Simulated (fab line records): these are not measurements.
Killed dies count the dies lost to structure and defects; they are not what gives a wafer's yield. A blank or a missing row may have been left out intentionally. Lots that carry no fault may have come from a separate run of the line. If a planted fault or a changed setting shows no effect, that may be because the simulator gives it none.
Struck lot and sound lot, side by side / flow n5Finfet / 16 steps out of a route of 1938
Sound: the wafers L256.1, L256.2, L256.5. Wafers L257.1, L257.2, L257.5 were the ones struck. The cause comes at the end.
At each step with rows: each side's tool, then ch and its chambers, then its first start. Under that, the readings that differ: sound wafers / struck wafers / difference of the means / sigmas: that difference in standard deviations of wafers without a fault.
alike: words and numbers the same on both sides, and readings whose means are apart by under 2 such deviations; not compared: readings that were withheld, readings missing a value for some wafer, numbers with overlapping values and no deviation given by the record, and bounds like >300 which may hide the same value.
A row with sigmas, a row that says differs or no value, or rows on one side alone: a step with any of these is where the two part. Numbers that don't overlap but have no deviation are shown without sigmas and don't part them. A reading missing from all wafers of one side parts the sides only when that side holds two or more wafers.

first, 8 steps without rows for these wafers: N5_BEOL_M5_COAT_66 (time 60 s, resist thk 12 nm); N5_BEOL_M5_COAT_74 (time 60 s, resist thk 5 nm); N5_BEOL_M5_COAT_22 (resist thk 30 nm); N5_BEOL_M5_EBR_24; N5_BEOL_M5_SOFTBAKE_23 (time 60 s); N5_BEOL_M5_EXPOSE_25 (exposes mask V4, defocus 10 nm); N5_BEOL_M5_PEB_26 (peb time 60 s); N5_BEOL_M5_DEVELOP_27 (develop time 30 s).
N5_BEOL_M5_CD_MEAS_28: target cd 30.6 nm, target cd y 20 nm.
  sound on cdSem-02 ch 0, day 8 17:06; struck on cdSem-01 ch 0, day 8 22:06
  alike: cdNm
N5_BEOL_M5_OVL_MEAS_29:
  sound on overlay-02 ch 0, day 8 17:08; struck on overlay-02 ch 0, day 8 22:08
  alike: V4_OVL
N5_BEOL_M5_INSPECT_30: inspects for defects (brightfield).
  sound: defectInspect-02 at day 8 17:11; struck: defectInspect-01 at day 8 22:11
  alike: rawDefectCount
N5_BEOL_M5_DESCUM_33: chemistry O2, time 7 s.
  sound on rieDiel-04 ch 0,2,3, day 8 17:24; struck on rieDiel-01 ch 1,2,3, day 8 22:13
  alike: drypumpMotorCurrentA, oesProductAu, rfVppV, showerheadPlenumPTorr, tempC, throttleValvePct
  not compared: rfHoursCounterH
N5_BEOL_M5_ETCH_75: etches underlayer in N2/H2, target depth 6.5 nm, time 5.2 s.
  sound on rieDiel-04 ch 0,2,3, day 8 17:26; struck on rieDiel-01 ch 1,2,3, day 8 22:15
  no value came back on the struck wafers for any of 9 readings (biasW (W), chamberPressureMTorr (mTorr) and others); on the sound wafers biasW (W) reads 149.3 150.7 150.1
reading=model.CAR-EUV_of_BEOL_M5_COAT_22.thkNm (nm); sound=20.4 20.4 20.6; struck=26 26 26; difference=+6; sigmas=
  not compared: rfHoursCounterH
N5_BEOL_M5_ETCH_67: etches SiARC in CF4, target depth 15.6 nm, time 26 s.
  sound on rieDiel-04 ch 0,2,3, day 8 17:27; struck on rieDiel-01 ch 1,2,3, day 8 22:16
reading=model.CAR-EUV_of_BEOL_M5_COAT_22.thkNm (nm); sound=11.2 11.2 11.4; struck=17 16.8 16.8; difference=+6; sigmas=
  alike: biasW, cf4FlowSccm, drypumpMotorCurrentA, etchRfOnTimeS, oesProductAu, rfVppV, showerheadPlenumPTorr, throttleValvePct
  not compared: rfHoursCounterH
N5_BEOL_M5_ETCH_68: etches SOC in N2/H2, target depth 80 nm, overetch 16 nm, time 120 s.
  sound on rieDiel-04 ch 0,2,3, day 8 17:29; struck on rieDiel-01 ch 1,2,3, day 8 22:18
  alike: biasW, chamberPressureMTorr, drypumpMotorCurrentA, n2FlowSccm, oesProductAu, rfVppV, showerheadPlenumPTorr, tempC, throttleValvePct
  not compared: rfHoursCounterH
-- here the record skips 4 days between the struck wafers' starts before and after, leaving off in module BEOL_M5 and picking up in module PASSIVATION (first step shown: number 1936 of the route) --
N5_PASSIVATION_PROBE_49:
  the record has rows for the struck wafers here (prober-02, day 12 21:01) and none for the sound ones

== WHERE THEY PART ==
At N5_BEOL_M5_ETCH_75 first; at N5_PASSIVATION_PROBE_49 last (within this record only).

WHY: whatever the simulator had introduced
Step skipped in full: rieDiel-01, at N5_BEOL_M5_ETCH_75, from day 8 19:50 onward. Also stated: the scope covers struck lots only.
